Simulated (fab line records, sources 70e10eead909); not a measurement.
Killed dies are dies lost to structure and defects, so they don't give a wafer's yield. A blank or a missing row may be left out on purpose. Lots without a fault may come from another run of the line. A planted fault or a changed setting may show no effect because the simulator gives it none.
Chamber matching | flow nand_harc | NHARC_A_CHANNEL_HOLE_D1_ETCH_44 on rie_diel-02: 4 sister chambers
The step etches the open film in CF4/O2, target depth 140 nm, overetch 14 nm, time 77 s. 8 wafers are shown with their chamber, then 12 later ones without.

WAFERS WITH THEIR CHAMBER
wafer  | chamber | showerhead_plenum_p_Torr (Torr) | drypump_motor_current_A (A)
L083.3 | 3       | 1.38                            | 5.8
L083.6 | 1       | 1.33                            | 6.4
L086.3 | 2       | 1.27                            | 5.3
L086.5 | 1       | 1.33                            | 6.4
L086.6 | 0       | 1.24                            | 4.8
L087.1 | 2       | 1.27                            | 5.3
L087.5 | 0       | 1.25                            | 4.8
L087.6 | 3       | 1.38                            | 5.9

WAFERS WITHOUT THEIR CHAMBER
wafer  | showerhead_plenum_p_Torr (Torr) | drypump_motor_current_A (A)
L090.1 | 1.25                            | 4.9
L090.2 | 1.38                            | 5.9
L090.5 | 1.33                            | 6.4
L093.1 | 1.26                            | 5.3
L093.2 | 1.33                            | 6.4
L093.4 | 1.38                            | 5.8
L096.2 | 1.24                            | 4.8
L096.4 | 1.38                            | 5.8
L096.6 | 1.38                            | 5.9
L097.1 | 1.26                            | 5.3
L097.3 | 1.33                            | 6.4
L097.4 | 1.38                            | 5.8

WHICH CHAMBER EACH WENT THROUGH
wafer  | from the rows above | in truth
L090.1 | 0                   | 0
L090.2 | 3                   | 3
L090.5 | 1                   | 1
L093.1 | 2                   | 2
L093.2 | 1                   | 1
L093.4 | 3                   | 3
L096.2 | 0                   | 0
L096.4 | 3                   | 3
L096.6 | 3                   | 3
L097.1 | 2                   | 2
L097.3 | 1                   | 1
L097.4 | 3                   | 3
Placed correctly: 12 of 12. Can't be placed from these rows: 0. Placed wrongly: 0.
How it was worked out, from the rows above alone: a wafer's distance from a chamber is the root of the sum, over the readings, of the square of ((its reading less the chamber's mean) divided by the reading's scatter). The wafer belongs to the nearest chamber; if the next one is less than 2 further off, it can't be placed. A chamber's mean is the mean of its shown wafers. The scatter: the root of (the sum of the squares of (reading less its chamber's mean) over the shown wafers, divided by (wafers less chambers)).
